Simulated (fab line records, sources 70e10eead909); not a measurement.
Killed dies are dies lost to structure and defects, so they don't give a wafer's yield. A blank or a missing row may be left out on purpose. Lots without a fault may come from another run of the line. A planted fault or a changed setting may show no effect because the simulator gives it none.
Chamber matching | flow nand_harc | NHARC_A_STAIRCASE_DEP_322 on pecvd-02: 3 sister chambers
The step deposits SiO2, target thk 3800 nm. 3 wafers are shown with their chamber, then 10 later ones without.

WAFERS WITH THEIR CHAMBER
wafer  | chamber | heater_power_w (W)
L089.5 | 1       | 530
L092.1 | 2       | 653
L092.3 | 0       | 775

WAFERS WITHOUT THEIR CHAMBER
wafer  | heater_power_w (W)
L092.5 | 687
L091.1 | 614
L091.3 | 712
L091.6 | 691
L095.3 | 629
L095.5 | 531
L095.6 | 589
L096.1 | 634
L096.4 | 535
L096.6 | 603

WHICH CHAMBER EACH WENT THROUGH
wafer  | from the rows above     | in truth
L092.5 | can't be placed: 2 or 0 | 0
L091.1 | can't be placed: 2 or 1 | 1
L091.3 | can't be placed: 2 or 0 | 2
L091.6 | can't be placed: 2 or 0 | 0
L095.3 | can't be placed: 2 or 1 | 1
L095.5 | 1                       | 1
L095.6 | can't be placed: 1 or 2 | 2
L096.1 | 2                       | 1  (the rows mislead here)
L096.4 | 1                       | 1
L096.6 | can't be placed: 2 or 1 | 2
Placed correctly: 2 of 10. Can't be placed from these rows: 7 (the true chamber is among the candidates in 7). Placed wrongly: 1.
How it was worked out, from the rows above alone: a wafer's distance from a chamber is the root of the sum, over the readings, of the square of ((its reading less the chamber's mean) divided by the reading's scatter). The wafer belongs to the nearest chamber; if the next one is less than 2 further off, it can't be placed. A chamber's mean is the mean of its shown wafers. The scatter: with one shown wafer a chamber, the root of the mean of the squares of how far each hidden wafer lies from its nearest shown one.
